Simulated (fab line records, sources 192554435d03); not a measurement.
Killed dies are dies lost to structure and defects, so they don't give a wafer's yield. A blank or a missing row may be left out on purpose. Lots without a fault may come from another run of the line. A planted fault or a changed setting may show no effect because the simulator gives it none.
fab line records | flow n5_finfet | part 1 of 2: steps 1 to 8 of 9
record lots=7 wafers=20 last_day=18
route steps=1938 shown FIN_SAQP@121 STI_FIN_REVEAL@207 BEOL_M4@1111 PASSIVATION@1936
lots that met no fault: from a run of the same line without faults
start_h: hours from the record's first day to the start of the lot's first wafer shown | wait_h: hours since the lot's step before | " the same as in the row above | L1.1+2: a row that stands for several wafers | - no value, or no start given | * or withheld: withheld | < > ~ a bound
route shown NAME@n: a module of which the file shows steps, and the number in the route of the first | usual: mean/standard deviation of fault-free wafers | same: alike in all rows | chamber/n: place in a boat | sites: the reading at each site | _std_site: their standard deviation | _edge_site: outer sites' mean less inner sites' | radius_mm: how far each site lies from the wafer's centre | mask NAME#n: copy n | behind: the tool/chamber that last shaped the wafer | hold: why the lot was held/for how many hours/how that ended | device: the transistor (n, p or np) that didn't switch | end of line: the same wafers' tests at the end of the route | a step without rows: its recipe alone | killed: dies lost to structure and defects at the first sort, not the wafer's yield | map: a wafer's dies, x killed, . not, _ none there
set.NAME: the setting as run; set.NAME@STEP: as run at that earlier step | model.NAME: the simulator's own value behind a step, which no gauge read
steps of the route over a sample of lots; a table a step, a row a wafer
services: from which hour (start_h, from the record's first day; less than 0 if before it) a tool's chamber was out of use, for how many hours, and why
## steps
# step N5_FIN_SAQP_STRIP_55
# recipe chemistry=N2/H2 power_w=500 temp_c=40 pressure_mtorr=50 rf_frequency_hz=6e+07 overash_fraction=0.3 bias_power_w=28 h2_frac=0.5 n2_flow_sccm=300 h2_flow_sccm=300
# usual drypump_motor_current_A=5.8/0.37 oes_product_au=0.77/0.086 rf_vpp_V=121.6/1.4 showerhead_plenum_p_Torr=3.32/0.078 throttle_valve_pct=19.0/0.31
# columns lot.wafer tool chamber start_h wait_h drypump_motor_current_A oes_product_au rf_hours_counter_h rf_vpp_V showerhead_plenum_p_Torr throttle_valve_pct
L966.2 rie_diel-06 3 40.84 0.1 6.2 0.79 121 122.1 3.25 18.8
L966.5 " 0 " " 5.8 0.68 - 122.7 3.31 19.1
L966.6 " 1 " " 6.0 0.78 - 121.1 3.39 19.5
L967.3 rie_diel-02 1 45.76 0.1 5.0 0.75 142 123.6 3.24 18.8
L967.5 " 3 " " 6.1 0.74 - 122.5 3.23 19.2
L967.6 " 0 " " 5.9 0.74 - 121.7 3.21 19.2
L970.3 rie_diel-02 1 64.45 0.1 5.0 0.74 148 119.5 3.23 18.8
L970.6 " 2 " " 6.1 0.77 - 122.8 3.50 19.2
L983.2 rie_diel-05 2 144.14 0.3 6.3 0.69 247 119.8 3.44 19.2
L983.3 " 1 " " 5.1 1.00 7 121.9 3.32 18.9
L983.5 " 0 " " 5.6 0.88 - 120.3 3.28 18.6
L984.3 rie_diel-02 2 148.79 0.1 6.2 0.76 172 119.8 3.48 19.2
L984.4 " 0 " " 5.9 0.71 203 121.2 3.19 19.2
L984.5 " 1 " " 5.0 0.72 - 122.0 3.22 18.9
L985.3 rie_diel-05 0 154.56 0.3 5.7 0.86 55 123.6 3.28 18.6
L985.4 " 0 " " 5.7 0.86 - 120.5 3.28 18.6
L985.5 " 1 " " 5.2 0.97 - 119.9 3.31 18.9
L986.1 rie_diel-06 0 161.20 0.1 5.8 0.96 14 119.9 3.29 18.7
L986.2 " 2 " " 5.9 0.99 6 124.5 3.29 18.2
L986.3 " 1 " " 6.0 0.75 162 123.4 3.37 19.6
# step N5_FIN_SAQP_ETCH_67
# recipe chemistry=CH3F/O2 target=SiNx target_depth_a=300 mask_material=SOC pressure_mtorr=30 source_w=395 bias_w=73 Ar_flow_sccm=150 CH3F_flow_sccm=30 O2_flow_sccm=20 ion_energy_ev=120
# usual O2_flow_sccm=20.00/0.057 drypump_motor_current_A=5.8/0.36 oes_product_au=0.76/0.078 rf_fwd_power_W=390.9/1.9 rf_vpp_V=297.0/2.6 showerhead_plenum_p_Torr=1.97/0.048 throttle_valve_pct=16.44/0.21
# columns lot.wafer tool chamber start_h wait_h O2_flow_sccm drypump_motor_current_A oes_product_au rf_fwd_power_W rf_hours_counter_h rf_vpp_V showerhead_plenum_p_Torr throttle_valve_pct
L966.2 rie_diel-02 0 43.37 0.0 20.03 5.9 0.74 390.8 167 294.6 1.91 16.46
L966.5 " 2 " " 19.97 6.2 0.78 391.1 - 302.5 2.08 16.69
L966.6 " 1 " " 19.92 5.0 0.75 390.8 - 294.9 1.93 16.33
L967.3 rie_diel-06 1 48.20 0.0 20.02 6.0 0.79 388.6 121 300.5 2.00 16.44
L967.5 " 2 " " 20.19 5.9 0.71 391.7 - 296.4 1.98 16.27
L967.6 " 3 " " 20.03 6.2 0.80 393.3 - 297.7 1.94 16.40
L970.3 rie_diel-06 0 66.88 0.0 20.14 5.8 0.68 391.7 239 299.2 1.97 16.63
L970.6 " 2 " " 20.05 5.9 0.70 392.2 - 296.6 1.98 16.30
L983.2 rie_diel-02 3 146.63 0.0 20.08 6.1 0.73 392.6 184 295.5 1.91 16.87
L983.3 " 2 " " 20.04 6.2 0.76 392.1 171 304.8 2.07 16.74
L983.5 " 1 " " 20.04 5.0 0.73 393.9 - 296.6 1.92 16.38
L984.3 rie_diel-05 0 151.71 0.0 19.97 5.6 0.86 389.3 54 295.3 1.94 16.14
L984.4 " 1 " " 20.01 5.1 0.97 391.2 10 297.3 1.97 16.07
L984.5 " 2 " " 20.02 6.2 0.67 390.5 - 294.3 2.05 16.76
L985.3 rie_diel-05 0 156.98 0.0 19.99 5.7 0.87 391.0 56 296.7 1.94 16.16
L985.4 " 0 " " 20.03 5.7 0.86 389.3 - 295.6 1.94 16.17
L985.5 " 1 " " 20.00 5.1 0.97 391.3 - 298.1 1.97 16.08
L986.1 rie_diel-06 1 163.69 0.0 19.91 5.9 0.74 389.1 163 300.8 1.99 16.51
L986.2 " 2 " " 20.02 5.9 0.97 392.9 6 295.3 1.97 15.88
L986.3 " 0 " " 20.00 5.8 0.94 393.1 14 300.0 1.96 16.17
# step N5_FIN_SAQP_SPACER2_ALD_28
# recipe material=SiO2 target_thk_a=81 temp_c=300 ald_precursor_family=BDEAS ald_co_reactant=O2-plasma pulse_time_s=1 purge_time_s=2 co_reactant_purge_time_s=2 pressure_torr=2
# usual heater_power_outer_w=281/31 heater_power_w=499/42 precursor_pulse_height_rel=0.997/0.02
# columns lot.wafer tool chamber start_h wait_h heater_power_outer_w heater_power_w precursor_pulse_height_rel
L966.2 ald_sin-02 1 43.92 0.4 322 538 1.043
L966.5 " 3 " " 275 512 0.995
L966.6 " 0 " " 295 528 0.996
L967.3 ald_sin-02 2 48.46 0.1 300 536 1.007
L967.5 " 2 " " 307 541 1.003
L967.6 " 1 " " 322 545 0.980
L970.3 ald_sin-02 2 67.13 0.1 310 536 1.025
L970.6 " 3 " " 272 502 0.986
L983.2 ald_sin-01 1 146.88 0.1 267 470 0.975
L983.3 " 3 " " 224 399 1.003
L983.5 " 3 " " 214 419 0.990
L984.3 ald_sin-02 1 151.95 0.1 321 536 1.018
L984.4 " 3 " " 279 506 1.017
L984.5 " 2 " " 317 548 0.964
L985.3 ald_sin-02 1 157.23 0.1 314 520 0.991
L985.4 " 2 " " 311 526 1.021
L985.5 " 0 " " 282 520 1.001
L986.1 ald_sin-02 3 164.21 0.4 281 507 0.993
L986.2 " 2 " " 314 548 0.974
L986.3 " 0 " " 286 521 0.964
# step N5_FIN_SAQP_CD_MEAS_31
# recipe target_cd_nm=8 landing_energy_ev=1000 detector=se_inlens polarity=line
# usual cd_nm=8.07/0.21
# columns lot.wafer tool chamber start_h wait_h cd_nm
L966.2 cd_sem-03 0 44.44 0.1 8.08
L966.5 " 0 " " 8.18
L966.6 " 0 " " 10.66
L967.3 cd_sem-03 0 48.99 0.1 7.81
L967.5 " 0 " " 7.93
L967.6 " 0 " " 10.86
L970.3 cd_sem-02 0 67.66 0.1 7.76
L970.6 " 0 " " 11.22
L983.2 cd_sem-03 0 147.42 0.1 8.27
L983.3 " 0 " " 8.30
L983.5 " 0 " " 7.75
L984.3 cd_sem-02 0 152.48 0.1 7.94
L984.4 " 0 " " 7.99
L984.5 " 0 " " 8.31
L985.3 cd_sem-03 0 157.75 0.1 8.08
L985.4 " 0 " " 7.95
L985.5 " 0 " " 7.95
L986.1 cd_sem-02 0 164.77 0.1 8.05
L986.2 " 0 " " 8.29
L986.3 " 0 " " 8.18
# step N5_FIN_SAQP_ETCH_34
# recipe chemistry=C4F6/O2 target=SiO2 target_depth_a=450 time_s=15 ion_energy_ev=250 pressure_mtorr=30 source_w=345 bias_w=185 Ar_flow_sccm=300 C4F6_flow_sccm=10 O2_flow_sccm=10 ends=cleared
# usual O2_flow_sccm=10.001/0.027 drypump_motor_current_A=5.8/0.38 etch_rf_on_time_s=15.01/0.2 oes_product_au=0.66/0.077 rf_fwd_power_W=336.6/1.1 rf_vpp_V=665/6 showerhead_plenum_p_Torr=2.81/0.068 throttle_valve_pct=21.14/0.22
# columns lot.wafer tool chamber start_h wait_h O2_flow_sccm drypump_motor_current_A etch_rf_on_time_s oes_product_au rf_fwd_power_W rf_hours_counter_h rf_vpp_V showerhead_plenum_p_Torr throttle_valve_pct
L966.2 rie_diel-06 0 44.56 0.0 10.006 5.8 15.38 0.58 337.5 232 672 2.80 21.26
L966.5 " 0 " " 10.007 5.8 15.34 0.58 334.9 - 671 2.80 21.27
L966.6 " 3 " " 9.995 6.2 15.01 0.68 336.7 - 667 2.76 21.13
L967.3 rie_diel-06 3 49.42 0.0 9.975 6.2 14.89 0.68 335.9 123 667 2.76 21.16
L967.5 " 3 " " 9.992 6.2 14.83 0.67 335.4 - 667 2.76 21.14
L967.6 " 0 " " 9.990 5.8 15.15 0.58 337.4 - 672 2.80 21.29
L970.3 rie_diel-05 3 67.77 0.0 9.961 5.8 14.85 0.64 336.0 178 656 2.84 21.09
L970.6 " 3 " " 10.027 5.8 15.02 0.63 337.1 - 656 2.84 21.09
L983.2 rie_diel-06 3 147.53 0.0 9.982 6.2 15.09 0.65 335.7 159 666 2.75 21.18
L983.3 " 0 " " 10.043 5.8 14.93 0.83 338.9 8 672 2.79 20.92
L983.5 " 0 " " 10.025 5.8 14.88 0.82 337.3 - 672 2.79 20.91
L984.3 rie_diel-05 1 152.59 0.0 9.991 5.1 14.96 0.83 336.1 10 669 2.80 20.84
L984.4 " 0 " " 10.013 5.6 14.65 0.74 335.9 54 662 2.77 20.88
L984.5 " 3 " " 9.959 5.7 15.01 0.62 335.8 - 655 2.82 21.14
L985.3 rie_diel-06 1 157.87 0.0 9.998 6.0 14.87 0.63 338.0 161 671 2.83 21.23
L985.4 " 2 " " 9.984 5.9 14.85 0.84 335.9 - 662 2.80 20.62
L985.5 " 0 " " 9.961 5.8 14.81 0.82 335.6 - 672 2.79 20.93
L986.1 rie_diel-06 1 164.92 0.0 10.022 6.0 15.03 0.63 338.8 164 672 2.83 21.22
L986.2 " 2 " " 9.992 5.9 14.86 0.83 339.3 7 664 2.80 20.63
L986.3 " 0 " " 10.018 5.8 14.84 0.81 337.5 15 672 2.79 20.92
# step N5_FIN_SAQP_HM_CD_35
# recipe target_cd_nm=8 polarity=line
# usual cd_nm=8.11/0.23
# columns lot.wafer tool chamber start_h wait_h cd_nm
L966.2 cd_sem-02 - 44.71 0.1 8.49
L966.5 " - " " 7.82
L966.6 " - " " 10.38
L967.3 cd_sem-02 - 49.58 0.1 7.68
L967.5 " - " " 8.33
L967.6 " - " " 10.63
L970.3 cd_sem-01 - 67.93 0.1 8.45
L970.6 " - " " 10.42
L983.2 cd_sem-03 - 147.73 0.1 7.84
L983.3 " - " " 8.25
L983.5 " - " " 8.04
L984.3 cd_sem-02 - 152.75 0.1 8.27
L984.4 " - " " 8.21
L984.5 " - " " 8.42
L985.3 cd_sem-03 - 158.02 0.1 8.18
L985.4 " - " " 7.67
L985.5 " - " " 8.29
L986.1 cd_sem-01 - 165.06 0.1 7.89
L986.2 " - " " 8.53
L986.3 " - " " 8.43
# step N5_STI_FIN_REVEAL_CD_MEAS_22
# recipe target_cd_nm=6.238 pitch_nm=28 polarity=line
# usual cd_nm=6.21/0.23
# columns lot.wafer tool chamber start_h wait_h cd_nm
L966.2 cd_sem-01 - 56.17 0.0 6.04
L966.5 " - " " 6.17
L966.6 " - " " 8.60
L967.3 cd_sem-01 - 61.04 0.0 5.83
L967.5 " - " " 6.27
L967.6 " - " " 9.27
L970.3 cd_sem-03 - 78.55 0.0 6.21
L970.6 " - " " 8.77
L983.2 cd_sem-01 - 158.47 0.0 6.24
L983.3 " - " " 6.35
L983.5 " - " " 6.01
L984.3 cd_sem-03 - 163.33 0.0 6.24
L984.4 " - " " 6.27
L984.5 " - " " 6.39
L985.3 cd_sem-03 - 169.24 0.0 6.15
L985.4 " - " " 6.27
L985.5 " - " " 6.33
L986.1 cd_sem-03 - 176.35 0.0 6.31
L986.2 " - " " 6.35
L986.3 " - " " 6.44
# step N5_BEOL_M4_RC_MEAS_101
# usual DIBL_N=36.4/1.3 DIBL_P=36.5/1.7 IOFF_N=0.154/0.022 IOFF_N_85C=3.0/0.36 IOFF_N_LIN=0.072/0.0083 IOFF_P=0.202/0.025 IOFF_P_85C=3.5/0.35 IOFF_P_LIN=0.095/0.0097 ION_N=671/9.8 ION_P=460/6.8 SS_N=71.6/0.54 SS_P=73.4/0.58 VT_N=250.9/2.8 VT_N_LVT=99.2/2.8 VT_P=-251.4/2.7 VT_P_LVT=-100.2/2.7
# columns lot.wafer tool chamber start_h wait_h DIBL_N[mV/V] DIBL_P[mV/V] IOFF_N[nA/um] IOFF_N_85C[nA/um] IOFF_N_LIN[nA/um] IOFF_P[nA/um] IOFF_P_85C[nA/um] IOFF_P_LIN[nA/um] ION_N[uA/um] ION_P[uA/um] SS_N[mV/dec] SS_P[mV/dec] VT_N[mV] VT_N_LVT[mV] VT_P[mV] VT_P_LVT[mV]
L967.3 prober-02 0 178.10 0.3 36.4 36.5 0.135 2.7 0.063 0.171 3.0 0.081 662 448 70.7 72.7 251.5 101.1 -255.8 -101.4
L967.5 " 0 " " 38.7 38.8 0.172 3.2 0.076 0.203 3.5 0.091 678 453 71.6 74.2 247.7 98.3 -253.6 -101.5
L967.6 " 0 " " 54.7 60.7 1.693 22.1 0.528 1.181 15.1 0.332 797 508 75.3 79.2 209.8 59.0 -229.7 -76.9
L966.2 prober-02 0 182.20 0.2 39.3 38.5 0.174 3.4 0.075 0.185 3.4 0.084 669 447 72.4 74.5 252.2 98.4 -256.8 -103.4
L966.5 " 0 " " 36.8 36.2 0.132 2.7 0.063 0.155 2.9 0.075 662 446 71.7 72.9 253.1 103.0 -256.9 -107.2
L966.6 " 0 " " 51.8 56.1 1.110 15.9 0.373 0.828 11.8 0.253 776 501 74.9 79.1 220.7 67.4 -233.6 -84.8
L970.3 prober-02 0 220.37 0.3 35.8 36.2 0.169 3.3 0.076 0.206 3.6 0.099 679 465 71.2 73.2 249.0 96.2 -253.1 -99.3
L970.6 " 0 " " 53.1 59.0 1.794 23.4 0.553 1.261 16.4 0.359 793 515 75.6 79.3 210.6 57.9 -229.8 -75.0
L984.3 prober-02 0 287.61 0.3 38.7 40.7 0.203 3.8 0.086 0.250 4.1 0.114 671 462 73.0 74.1 248.8 99.6 -248.9 -98.4
L984.4 " 0 " " 37.7 40.3 0.184 3.5 0.080 0.238 3.9 0.109 675 457 72.1 74.4 249.9 100.3 -249.7 -98.6
L984.5 " 0 " " 38.3 41.4 0.213 4.0 0.090 0.267 4.4 0.118 679 461 72.4 73.9 248.1 97.0 -247.8 -97.4
L983.2 prober-01 0 295.86 0.2 37.1 35.6 0.163 3.2 0.073 0.198 3.5 0.094 661 449 71.9 73.7 250.8 96.8 -252.9 -97.1
L983.3 " 0 " " 37.6 37.3 0.188 3.5 0.083 0.241 4.1 0.108 676 463 71.9 74.4 244.2 93.2 -245.9 -95.1
L983.5 " 0 " " 37.2 37.7 0.193 3.6 0.086 0.248 4.2 0.111 687 469 71.4 73.6 246.1 92.7 -245.7 -94.8
L986.1 prober-01 0 305.59 0.0 36.1 37.4 0.157 3.1 0.075 0.192 3.4 0.092 677 453 71.5 73.3 247.4 98.3 -252.0 -101.2
L986.2 " 0 " " 37.4 38.9 0.189 3.6 0.087 0.220 3.8 0.101 685 465 71.6 74.2 245.6 94.9 -250.3 -99.9
L986.3 " 0 " " 37.3 38.9 0.187 3.6 0.085 0.211 3.6 0.098 669 455 71.8 73.7 248.7 96.7 -251.6 -100.3
L985.3 prober-01 0 310.98 0.3 34.7 34.7 0.130 2.7 0.062 0.191 3.4 0.095 662 459 71.6 72.5 253.3 100.4 -251.2 -98.8
L985.4 " 0 " " 35.0 35.3 0.134 2.7 0.065 0.199 3.4 0.097 679 466 70.6 72.7 251.0 99.6 -248.1 -99.2
L985.5 " 0 " " 35.2 36.0 0.145 2.9 0.070 0.215 3.7 0.104 672 464 71.2 72.4 250.8 98.9 -249.1 -97.4
## key
first_sign step=N5_FIN_SAQP_CD_MEAS_31 reading=cd_nm direction=up sigmas=13 usual=8.07 struck=10.91
effect step=N5_FIN_SAQP_HM_CD_35 reading=cd_nm direction=up sigmas=10 usual=8.11 struck=10.48
effect step=N5_STI_FIN_REVEAL_CD_MEAS_22 reading=cd_nm direction=up sigmas=12 usual=6.21 struck=8.88
effect step=N5_BEOL_M4_RC_MEAS_101 reading=IOFF_N direction=up sigmas=63 usual=0.154 struck=1.532
effect step=N5_BEOL_M4_RC_MEAS_101 reading=IOFF_N_LIN direction=up sigmas=50 usual=0.072 struck=0.485
effect step=N5_BEOL_M4_RC_MEAS_101 reading=IOFF_N_85C direction=up sigmas=49 usual=3.0 struck=20.5
effect step=N5_BEOL_M4_RC_MEAS_101 reading=IOFF_P direction=up sigmas=35 usual=0.202 struck=1.090
effect step=N5_BEOL_M4_RC_MEAS_101 reading=IOFF_P_85C direction=up sigmas=32 usual=3.5 struck=14.4
effect step=N5_BEOL_M4_RC_MEAS_101 reading=IOFF_P_LIN direction=up sigmas=23 usual=0.095 struck=0.315
effect step=N5_BEOL_M4_RC_MEAS_101 reading=VT_N_LVT direction=down sigmas=14 usual=99.2 struck=61.4
effect step=N5_BEOL_M4_RC_MEAS_101 reading=VT_N direction=down sigmas=13 usual=250.9 struck=213.7
effect step=N5_BEOL_M4_RC_MEAS_101 reading=DIBL_P direction=up sigmas=13 usual=36.5 struck=58.6
effect step=N5_BEOL_M4_RC_MEAS_101 reading=DIBL_N direction=up sigmas=13 usual=36.4 struck=53.2
effect step=N5_BEOL_M4_RC_MEAS_101 reading=ION_N direction=up sigmas=12 usual=671 struck=789
effect step=N5_BEOL_M4_RC_MEAS_101 reading=SS_P direction=up sigmas=10 usual=73.4 struck=79.2
effect step=N5_PASSIVATION_PROBE_49 reading=sort_bin_4_leakage direction=up sigmas=99+ usual=0 struck=91.53
met_at N5_FIN_SAQP_SPACER2_ALD_28
struck_lots L966,L967,L970
struck_wafers L966.6,L967.6,L970.6
not_acting_at N5_FIN_SAQP_STRIP_55,N5_FIN_SAQP_ETCH_67,N5_FIN_SAQP_ETCH_34
fault kind=process_parameter_drift tool=ald_sin-02 chamber=- onset_h=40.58 steps=N5_FIN_SAQP_SPACER2_ALD_28 channel=target_thk_a offset=* shape=step end_h=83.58 scope=struck_wafers_only acts_in=* stated=*
